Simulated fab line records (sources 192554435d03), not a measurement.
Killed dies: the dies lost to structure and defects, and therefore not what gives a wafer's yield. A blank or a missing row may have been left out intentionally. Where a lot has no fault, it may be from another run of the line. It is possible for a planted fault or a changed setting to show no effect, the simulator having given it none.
Chamber matching ; flow n5Finfet ; 4 sister chambers for N5_BEOL_M6_STRIP_67 on rieDiel-05
The step strips in CF4. 14 wafers are shown with their chamber, then 7 later ones without.

EACH WAFER AND ITS CHAMBER
wafer;chamber;showerheadPlenumPTorr (Torr);drypumpMotorCurrentA (A);oesProductAu (a.u.)
L913.2;0;1.91;5.5;0.86
L913.3;3;1.79;5.7;0.71
L913.4;0;1.91;5.6;0.86
L914.3;1;1.78;5.4;0.95
L914.4;3;1.79;5.7;0.71
L914.5;0;1.91;5.6;0.86
L926.1;0;1.90;5.6;0.82
L926.3;2;1.84;5.7;0.68
L926.4;3;1.78;5.7;0.69
L927.1;3;1.78;5.7;0.69
L927.4;1;1.77;5.4;0.90
L927.5;1;1.77;5.4;0.90
L930.2;1;1.77;5.4;0.89
L930.3;3;1.78;5.7;0.69

SIGNATURES (means of the wafers above)
reading;chamber 0;chamber 1;chamber 2;chamber 3;scatter within a chamber
showerheadPlenumPTorr;1.9075;1.7725;1.8400;1.7840;0.0052
drypumpMotorCurrentA;5.575;5.400;5.700;5.700;0.0274
oesProductAu;0.8500;0.9100;0.6800;0.6980;0.0197
Rule: distance of a wafer from a chamber = root of the sum over the readings of ((wafer's reading minus chamber's mean) / reading's scatter) squared. If the next closest chamber is less than 2 further off than the closest, the wafer can't be placed; otherwise it belongs to the closest. The scatter is the square root of a quotient: the sum, over the shown wafers, of each reading's squared deviation from its chamber's mean, divided by wafers minus chambers.

WAFERS WHOSE CHAMBER IS MISSING
wafer;showerheadPlenumPTorr (Torr);drypumpMotorCurrentA (A);oesProductAu (a.u.)
L930.6;1.84;5.8;0.68
L933.1;1.77;5.4;0.88
L933.2;1.78;5.7;0.68
L933.4;1.90;5.6;0.82
L936.1;1.90;5.6;0.80
L936.4;1.77;5.4;0.85
L936.5;1.78;5.7;0.99

EACH ONE'S CHAMBER
wafer;from the rows above;in truth
L930.6;2;2
L933.1;1;1
L933.2;3;3
L933.4;0;0
L936.1;0;0
L936.4;1;1
L936.5;1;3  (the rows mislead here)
Correctly placed: 6 of 7. Number that these rows cannot place: 0. 1 placed wrongly.
